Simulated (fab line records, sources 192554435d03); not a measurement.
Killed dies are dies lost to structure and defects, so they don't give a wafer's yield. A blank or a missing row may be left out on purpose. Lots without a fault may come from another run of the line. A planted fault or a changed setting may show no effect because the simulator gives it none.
A struck lot beside a sound one | flow n5_finfet | 15 steps out of a route of 1938
Sound: wafers L534.1, L534.3, L534.6. Struck: wafers L540.4, L540.5, L540.6. The cause comes at the end.
At each step with rows: each side's tool, then ch and its chambers, then its first start. Under that, the readings that differ: sound wafers | struck wafers | difference of the means | sigmas: that difference in standard deviations of wafers without a fault.
alike: readings whose means differ by less than 2 such deviations, and words and numbers that are the same on both sides. not compared: withheld readings, readings that some wafer has no value for, bounds like >300 that may hide the same value, and numbers for which the record gives no deviation and whose values overlap.
The two part at a step that has a row with sigmas, a row that says differs or no value, or rows on one side only. Numbers that don't overlap but have no deviation are shown without sigmas and don't part them. A reading that every wafer of one side lacks parts them only if that side has two wafers or more.

first, 5 steps without rows for these wafers: N5_GATE_CUT_STRIP_38 (strips in N2/H2); N5_GATE_CUT_STRIP_39 (strips in N2/H2); N5_GATE_CUT_HM_OPEN_40 (chemistry C4F6/O2, target SiO2, target depth 139 nm, time 85.1 s); N5_GATE_CUT_STRIP_41 (strips in CF4); N5_GATE_CUT_STRIP_42 (strips in O2).
N5_GATE_CUT_ETCH_19: etches SiNx in CH3F/O2, target depth 53.7 nm, time 76.7 s.
  sound on rie_diel-04 ch 2,3, day 6 13:41; struck on rie_diel-05 ch 0,2,3, day 8 00:29
  reading               | sound          | struck         | difference | sigmas
  etch_rf_on_time_s (s) | 76.0 76.5 76.5 | 77.2 78.9 78.4 | +1.8       | +2
  alike: CH3F_flow_sccm, O2_flow_sccm, drypump_motor_current_A, mfc_ar_sccm, oes_product_au, rf_vpp_V, showerhead_plenum_p_Torr, throttle_valve_pct
  not compared: rf_hours_counter_h
N5_GATE_CUT_CUT_ETCH_53: etches W in SF6/Cl2, target depth 79.2 nm.
  sound on rie_metal-01 ch 0,1, day 6 13:49; struck on rie_metal-02 ch 0,1, day 8 00:37
  alike: SF6_flow_sccm, bias_w, drypump_motor_current_A, etch_rf_on_time_s, oes_product_au, throttle_valve_pct
  not compared: rf_hours_counter_h
then, 2 steps without rows for these wafers: N5_GATE_CUT_CUT_ETCH_54 (etches TiN in Cl2/BCl3, target depth 96.7 nm); N5_GATE_CUT_CUT_ETCH_55 (etches HfO2 in BCl3, target depth 3.2 nm).
N5_GATE_CUT_ETCH_47: etches SiO2 in Cl2/BCl3, target depth 10 nm.
  sound on rie_metal-01 ch 0,1, day 6 13:58; struck on rie_metal-02 ch 0,1, day 8 00:45
  alike: bcl3_flow_sccm, bias_w, drypump_motor_current_A, mfc_ar_sccm, oes_product_au, throttle_valve_pct
  not compared: rf_hours_counter_h
then, 1 step without rows for these wafers: N5_GATE_CUT_VAPOR_ETCH_48 (etches TiN in BCl3/Cl2).
N5_GATE_CUT_VAPOR_ETCH_49: etches TiAlC in BCl3/Cl2.
  sound on rie_metal-01 ch 0,1, day 6 14:01; struck on rie_metal-02 ch 0,1, day 8 00:49
  alike: drypump_motor_current_A, he_backside_leak_sccm, oes_product_au
N5_GATE_CUT_VAPOR_ETCH_51: etches HfO2 in BCl3/Cl2.
  sound on rie_metal-01 ch 0,1, day 6 14:03; struck on rie_metal-02 ch 0,1, day 8 00:50
  no value came back on the struck wafers for drypump_motor_current_A (A), he_backside_leak_sccm (sccm), oes_product_au (a.u.); on the sound wafers drypump_motor_current_A (A) reads 5.7 5.3 5.8
N5_GATE_CUT_STRIP_21: strips in N2/H2, time 30 s.
  sound on plasma_asher-01 ch 0,1, day 6 14:06; struck on plasma_asher-01 ch 0,1, day 8 00:54
  alike: drypump_motor_current_A, heater_power_w
  not compared: rf_hours_counter_h
-- the record jumps here: 5 days lie between the struck wafers' starts before and after (it left off in module GATE_CUT and takes up again in module BEOL_M4, whose first step shown is number 1111 of the route) --
N5_BEOL_M4_RC_MEAS_101:
  sound on prober-01 ch 0, day 11 07:55; struck on prober-02 ch 0, day 12 13:22
  alike: DIBL_N, DIBL_P, IOFF_N, IOFF_P, ION_N, ION_P, SS_N, SS_P, VT_N, VT_P

WHERE THEY PART
First at N5_GATE_CUT_ETCH_19; last, within this record, at N5_GATE_CUT_VAPOR_ETCH_51. Later steps at which nothing parts them and some readings are alike: N5_GATE_CUT_STRIP_21, N5_BEOL_M4_RC_MEAS_101.

WHY: what the simulator had put in
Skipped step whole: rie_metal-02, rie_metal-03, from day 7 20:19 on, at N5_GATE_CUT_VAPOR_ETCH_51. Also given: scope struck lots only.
